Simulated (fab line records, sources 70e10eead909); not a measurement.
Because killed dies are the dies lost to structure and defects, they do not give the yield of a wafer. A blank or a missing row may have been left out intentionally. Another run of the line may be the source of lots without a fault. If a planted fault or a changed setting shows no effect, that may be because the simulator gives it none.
Struck lot and sound lot, side by side ; flow nand harc ; 14 steps out of a route of 1159
Sound: the wafers L516.2, L516.4, L516.6. Struck: wafers L513.2, L513.3, L513.5. The cause is named last.
Each step with rows lists, per side, the tool, then ch with its chambers, then its first start. Under that, the readings that differ: sound wafers ; struck wafers ; difference of the means ; sigmas: that difference in standard deviations of wafers without a fault.
alike: a reading whose means differ by less than 2 such deviations, as well as words and numbers matching on both sides. not compared: withheld readings; readings where some wafer has no value; bounds like >300 that might hide an equal value; numbers whose values overlap and for which the record gives no deviation.
A row with sigmas, a row that says differs or no value, or rows on one side alone: a step with any of these is where the two part. Non-overlapping numbers with no deviation appear without sigmas and do not part them. A reading missing from all wafers of one side parts the sides only when that side holds two or more wafers.

first, 4 steps without rows for these wafers: NHARC_A_STAIRCASE_EXPOSE_307 (exposes mask CHOP 50); NHARC_A_STAIRCASE_PEB_308 (peb time 130 s); NHARC_A_STAIRCASE_DEVELOP_309 (time 140 s); NHARC_A_STAIRCASE_HARDBAKE_311 (time 140 s).
NHARC_A_STAIRCASE_DESCUM_312: chemistry O2, time 3 s.
  sound on rie diel-04 ch 0,3, day 15 07:07; struck on rie diel-04 ch 0,1,2, day 14 03:38
  alike: drypump motor current A, oes product au, rf vpp V, showerhead plenum p Torr, throttle valve pct
  not compared: rf hours counter h
NHARC_A_STAIRCASE_ETCH_313: etches the open film in CF4/CHF3.
  sound on rie diel-04 ch 1,2, day 15 07:13; struck on rie diel-04 ch 0,2,3, day 14 03:44
  alike: chf3 flow sccm, drypump motor current A, oes product au, rf vpp V, showerhead plenum p Torr, throttle valve pct
  not compared: rf hours counter h
NHARC_A_STAIRCASE_HM_OPEN_463: chemistry O2/COS.
  sound: rie diel-04 ch 0,2; struck: rie diel-04 ch 0,1
  alike: drypump motor current A, oes product au, rf vpp V, showerhead plenum p Torr, throttle valve pct
  not compared: rf hours counter h
then, 1 step without rows for these wafers: NHARC_A_STAIRCASE_STRIP_464 (strips in O2/COS).
NHARC_A_STAIRCASE_ETCH_453: etches the open film in CF4/O2, target depth 30 nm, overetch 3 nm, time 16.5 s.
  sound: rie diel-04 ch 0,1,2; struck: rie diel-04 ch 0,1,2
  alike: drypump motor current A, oes_f_703_au, oes_o_777_au, oes product au, rf vpp V, showerhead plenum p Torr, throttle valve pct
  not compared: rf hours counter h
then, 1 step without rows for these wafers: NHARC_A_STAIRCASE_ETCH_315 (etches the open film in C4F8/O2/Ar, target depth 2500 nm, time 607.1 s).
NHARC_A_STAIRCASE_STRIP_316: strips in O2.
  sound: rie diel-04 ch 0,1,3; struck: rie diel-04 ch 0,3
  alike: chamber pressure mTorr, drypump motor current A, oes product au, rf vpp V, showerhead plenum p Torr, throttle valve pct
  not compared: rf hours counter h
NHARC_A_STAIRCASE_STRIP_317: strips in SPM, time 900 s.
  sound on wet bench-03 ch 0,5,7, day 15 08:46; struck on wet bench-03 ch 0,1,5, day 14 05:05
  no value came back on the struck wafers for bath guard temp C (C), bath heat duty pct (%); on the sound wafers bath guard temp C (C) reads 130.7 130.8 129.7
then, 1 step without rows for these wafers: NHARC_A_STAIRCASE_PRECLEAN_318 (cleans in SC1).
-- record jumps: 8 days between struck wafers' starts before vs after; left off in module A_STAIRCASE, resumes in module END, first step shown is number 1159 of the route --
NHARC_END_SORT_01:
  sound on prober-02 ch 0, day 22 11:50; struck on prober-01 ch 0, day 21 21:31
  alike: killed at array, killed at other, killed at periphery, killed dies, killed open, killed short

## WHERE THEY PART
Only at NHARC_A_STAIRCASE_STRIP_317, as far as this record shows. Later steps at which nothing parts them and some readings are alike: NHARC_END_SORT_01.

WHY: what the simulator had put in
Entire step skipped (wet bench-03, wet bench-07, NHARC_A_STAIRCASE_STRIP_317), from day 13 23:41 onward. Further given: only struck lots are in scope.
